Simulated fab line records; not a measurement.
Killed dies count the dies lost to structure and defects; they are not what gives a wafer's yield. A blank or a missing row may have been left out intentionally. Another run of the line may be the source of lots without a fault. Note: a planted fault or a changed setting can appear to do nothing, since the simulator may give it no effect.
Chamber matching | flow n5-finfet | pecvd-02 running N5_BEOL_M2_PECVD_72: 3 sister chambers
The step deposits SiO2 from TEOS/O2, target thk 16 nm, time 18 s. 22 wafers are shown with their chamber, then 11 later ones without.

== EACH WAFER AND ITS CHAMBER ==
wafer  | chamber | showerhead-plenum-p-Torr (Torr) | throttle-valve-pct (%) | heater-power-w (W)
L074.1 | 0       | 8.81                            | 23.2                   | 863
L074.2 | 2       | 8.82                            | 21.0                   | 657
L074.6 | 0       | 8.80                            | 22.6                   | 877
L075.1 | 1       | 8.72                            | 21.5                   | 519
L075.4 | 2       | 8.81                            | 20.9                   | 695
L075.5 | 1       | 8.74                            | 21.3                   | 517
L078.3 | 2       | 8.81                            | 20.9                   | 739
L078.5 | 2       | 8.80                            | 21.2                   | 729
L078.6 | 0       | 8.80                            | 22.8                   | 864
L079.2 | 2       | 8.81                            | 21.1                   | 755
L079.4 | 0       | 8.81                            | 22.3                   | 727
L079.5 | 2       | 8.82                            | 21.4                   | 738
L083.2 | 2       | 8.81                            | 21.0                   | 654
L083.5 | 2       | 8.79                            | 20.9                   | 651
L083.6 | 1       | 8.75                            | 21.7                   | 613
L085.1 | 2       | 8.81                            | 21.0                   | 744
L085.5 | 0       | 8.81                            | 23.1                   | 845
L085.6 | 1       | 8.74                            | 21.6                   | 623
L086.1 | 0       | 8.81                            | 23.0                   | 840
L086.2 | 1       | 8.73                            | 21.3                   | 621
L086.3 | 2       | 8.81                            | 21.4                   | 639
L092.2 | 0       | 8.81                            | 23.1                   | 845

SIGNATURES, as means of the wafers listed above
reading                  | chamber 0 | chamber 1 | chamber 2 | scatter within a chamber
showerhead-plenum-p-Torr | 8.8071    | 8.7360    | 8.8090    | 0.00844
throttle-valve-pct       | 22.871    | 21.480    | 21.080    | 0.24
heater-power-w           | 837.29    | 578.60    | 700.10    | 49.4
Rule: for a wafer and a chamber, the distance is found by dividing, reading by reading, the gap between the wafer's reading and the chamber's mean by the reading's scatter, squaring, summing and taking the root. If the next closest chamber is less than 2 further off than the closest, the wafer can't be placed; otherwise it belongs to the closest. The scatter: the root of (the sum of the squares of (reading less its chamber's mean) over the shown wafers, divided by (wafers less chambers)).

== WAFERS MISSING THEIR CHAMBER ==
wafer  | showerhead-plenum-p-Torr (Torr) | throttle-valve-pct (%) | heater-power-w (W)
L092.3 | 8.80                            | 21.4                   | 758
L092.5 | 8.72                            | 21.6                   | 531
L093.1 | 8.74                            | 21.6                   | 618
L093.3 | 8.81                            | 21.5                   | 725
L093.6 | 8.83                            | 23.2                   | 792
L095.3 | 8.80                            | 21.5                   | 672
L095.4 | 8.81                            | 22.7                   | 857
L095.5 | 8.80                            | 21.4                   | 704
L094.2 | 8.81                            | 21.5                   | 735
L094.3 | 8.72                            | 21.6                   | 622
L094.5 | 8.81                            | 22.9                   | 871

== WHICH CHAMBER EACH ONE RAN IN ==
wafer  | from the rows above | in truth
L092.3 | 2                   | 2
L092.5 | 1                   | 1
L093.1 | 1                   | 1
L093.3 | 2                   | 2
L093.6 | 0                   | 0
L095.3 | 2                   | 2
L095.4 | 0                   | 0
L095.5 | 2                   | 2
L094.2 | 2                   | 2
L094.3 | 1                   | 1
L094.5 | 0                   | 0
11 of 11 placed correctly. From these rows, 0 cannot be placed. Wrongly placed: 0.
